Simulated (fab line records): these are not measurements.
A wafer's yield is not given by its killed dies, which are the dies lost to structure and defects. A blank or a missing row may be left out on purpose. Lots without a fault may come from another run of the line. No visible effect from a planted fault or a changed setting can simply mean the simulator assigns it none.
Matching of chambers + flow n5Finfet + cmp-03 running N5_BEOL_M2_CMP_52: 4 sister chambers
The step polishes, stops on SiOC, t overpolish 6.8 s, target thk 40 nm. 18 wafers are shown with their chamber, then 9 later ones without.

## WAFERS WITH THEIR CHAMBER
| wafer  | chamber | motorCurrentA (A) | timeToEndpointS (s) | barrierFieldEndpointS (s) |
|--------|---------|-------------------|---------------------|---------------------------|
| L074.1 | 1       | 6.4               | 69.3                | 25.0                      |
| L074.3 | 0       | 6.2               | 63.8                | 24.3                      |
| L074.5 | 1       | 6.3               | 69.1                | 25.1                      |
| L077.1 | 0       | 6.0               | 63.3                | 24.1                      |
| L077.4 | 1       | 6.5               | 71.2                | 25.8                      |
| L077.6 | 0       | 6.0               | 67.4                | 24.7                      |
| L081.1 | 1       | 6.6               | 64.1                | 24.6                      |
| L081.2 | 2       | 6.2               | 58.3                | 23.1                      |
| L081.6 | 3       | 4.9               | 61.9                | 24.5                      |
| L084.2 | 2       | 6.3               | 58.4                | 23.7                      |
| L084.5 | 2       | 5.9               | 57.0                | 23.3                      |
| L084.6 | 1       | 6.6               | 61.1                | 24.7                      |
| L087.2 | 0       | 6.0               | 63.8                | 24.9                      |
| L087.3 | 3       | 5.1               | 64.1                | 25.1                      |
| L087.6 | 3       | 5.1               | 64.0                | 25.8                      |
| L088.2 | 1       | 6.9               | 68.6                | 24.7                      |
| L088.3 | 3       | 5.0               | 64.9                | 24.4                      |
| L088.4 | 2       | 6.2               | 62.0                | 24.6                      |

SIGNATURES, as means of the wafers listed above
| reading               | chamber 0 | chamber 1 | chamber 2 | chamber 3 | scatter within a chamber |
|-----------------------|-----------|-----------|-----------|-----------|--------------------------|
| motorCurrentA         | 6.050     | 6.550     | 6.150     | 5.025     | 0.161                    |
| timeToEndpointS       | 64.575    | 67.233    | 58.925    | 63.725    | 2.7                      |
| barrierFieldEndpointS | 24.500    | 24.983    | 23.675    | 24.950    | 0.532                    |
Rule: for each reading, subtract the chamber's mean from the wafer's reading, divide by that reading's scatter and square the result; add these up over the readings and take the root, which gives the wafer's distance from the chamber. If the next closest chamber is less than 2 further off than the closest, the wafer can't be placed; otherwise it belongs to the closest. The scatter: take each reading less its chamber's mean, square it, sum over the shown wafers, divide by the number of wafers less the number of chambers, and take the root.

## WAFERS WITH NO CHAMBER GIVEN
| wafer  | motorCurrentA (A) | timeToEndpointS (s) | barrierFieldEndpointS (s) |
|--------|-------------------|---------------------|---------------------------|
| L092.3 | 5.2               | 63.5                | 25.2                      |
| L092.5 | 6.5               | 57.8                | 24.4                      |
| L092.6 | 6.2               | 66.1                | 25.7                      |
| L093.2 | 4.8               | 66.1                | 25.7                      |
| L093.3 | 6.1               | 65.3                | 24.9                      |
| L093.4 | 6.1               | 61.3                | 25.7                      |
| L094.3 | 6.3               | 66.5                | 25.1                      |
| L094.5 | 4.9               | 63.3                | 25.2                      |
| L094.6 | 6.2               | 59.8                | 24.4                      |

## WHICH CHAMBER EACH ONE RAN IN
| wafer  | from the rows above          | in truth |
|--------|------------------------------|----------|
| L092.3 | 3                            | 3        |
| L092.5 | can't be placed: 2 or 1 or 0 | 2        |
| L092.6 | can't be placed: 0 or 1      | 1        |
| L093.2 | 3                            | 3        |
| L093.3 | 0                            | 0        |
| L093.4 | can't be placed: 0 or 1 or 2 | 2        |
| L094.3 | can't be placed: 1 or 0      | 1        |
| L094.5 | 3                            | 3        |
| L094.6 | can't be placed: 2 or 0      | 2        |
Correct placement for 4 of the 9. These rows do not allow placing 5 (true chamber among the candidates in 5). Placed wrongly: 0.
